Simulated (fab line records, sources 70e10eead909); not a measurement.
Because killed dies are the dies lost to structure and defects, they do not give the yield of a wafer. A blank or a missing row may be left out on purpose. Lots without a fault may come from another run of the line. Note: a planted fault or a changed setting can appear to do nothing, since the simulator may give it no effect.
Which of the tools did it?	flow nand harc	18 wafers from 6 lots sampled at 5 of the route's 1302 steps

WHAT THE GAUGES READ, wafer by wafer
NHARC_A_CHANNEL_HOLE_D1_INSPECT_40.
lot	measured	on	raw defect count
L153	day 9 11:55	defect inspect-01	44 61 52
L155	day 10 07:35	defect inspect-02	82 136 90
L159	day 12 05:48	defect inspect-02	93 92 87
L165	day 14 11:22	defect inspect-01	131 102 122
L169	day 16 02:46	defect inspect-02	73 59 1170
L174	day 18 09:29	defect inspect-02	60 70 63

TOOL THAT RAN EACH LOT (tool first, then ch and the chambers of the sampled wafers, then the start)
lot	NHARC_A_CHANNEL_HOLE_D1_DEP_00	NHARC_A_CHANNEL_HOLE_D1_ETCH_22	NHARC_A_CHANNEL_HOLE_D1_ETCH_24	NHARC_A_CHANNEL_HOLE_D1_ETCH_25
L153	acl dep-02 ch 0, day 9 02:09	har etch-01 ch 0,1, day 9 07:04	har etch-01 ch 0,1, day 9 08:20	har etch-01 ch 0,1, day 9 09:06
L155	acl dep-02 ch 0, day 9 21:33	har etch-02 ch 0,1, day 10 02:26	har etch-02 ch 0,1, day 10 03:41	har etch-02 ch 0,1, day 10 04:27
L159	acl dep-01 ch 0, day 11 20:23	har etch-02 ch 0, day 12 01:03	har etch-02 ch 0, day 12 02:20	har etch-02 ch 0, day 12 03:07
L165	acl dep-02 ch 0, day 14 02:16	har etch-02 ch 0,1, day 14 06:42	har etch-02 ch 0,1, day 14 08:02	har etch-02 ch 0,1, day 14 08:50
L169	acl dep-01 ch 0, day 15 16:58	har etch-01 ch 0,1, day 15 21:56	har etch-01 ch 0,1, day 15 23:13	har etch-01 ch 0,1, day 16 00:01
L174	acl dep-01 ch 0, day 17 23:54	har etch-01 ch 0,1, day 18 04:48	har etch-01 ch 0,1, day 18 06:08	har etch-01 ch 0,1, day 18 06:56
- NHARC_A_CHANNEL_HOLE_D1_DEP_00: deposits aC, target thk 3100 nm.
- NHARC_A_CHANNEL_HOLE_D1_ETCH_22: etches the open film in C4F8/O2/Ar, time 666.7 s, target depth 1600 nm.
- NHARC_A_CHANNEL_HOLE_D1_ETCH_24: etches the open film in C4F8/O2/Ar, time 906.2 s, target depth 1500 nm.
- NHARC_A_CHANNEL_HOLE_D1_ETCH_25: etches the open film in C4F8/O2/Ar, time 1040.2 s, target depth 1500 nm.

THE ANSWER, worked out from the rows above alone
Rule: the lots themselves supply what counts as usual. Put in order of their means at a reading, lots are off if they are a third of the lots or fewer, leave a main group of 4 or more, and stand apart from it by a gap of 3 or more times the standard deviation of the main group's means; of several such gaps the widest counts. A main group is skipped when, at the precision printed for the reading in the tables above, its means are all equal. Also off: a lot with no number at a reading for which 4 or more lots have one. The other lots that the step has rows for count as sound.
Off: L169, at NHARC_A_CHANNEL_HOLE_D1_INSPECT_40 (raw defect count). For the main group the mean is 86 and the standard deviation 24.
A tool fits if, at a process step before that reading, it ran every lot that is off, and no sound lot after the first of them. The gauges at NHARC_A_CHANNEL_HOLE_D1_INSPECT_40 are tried like those tools. Of those tried, none fits.

WHAT HAD BEEN PUT IN BY THE SIMULATOR
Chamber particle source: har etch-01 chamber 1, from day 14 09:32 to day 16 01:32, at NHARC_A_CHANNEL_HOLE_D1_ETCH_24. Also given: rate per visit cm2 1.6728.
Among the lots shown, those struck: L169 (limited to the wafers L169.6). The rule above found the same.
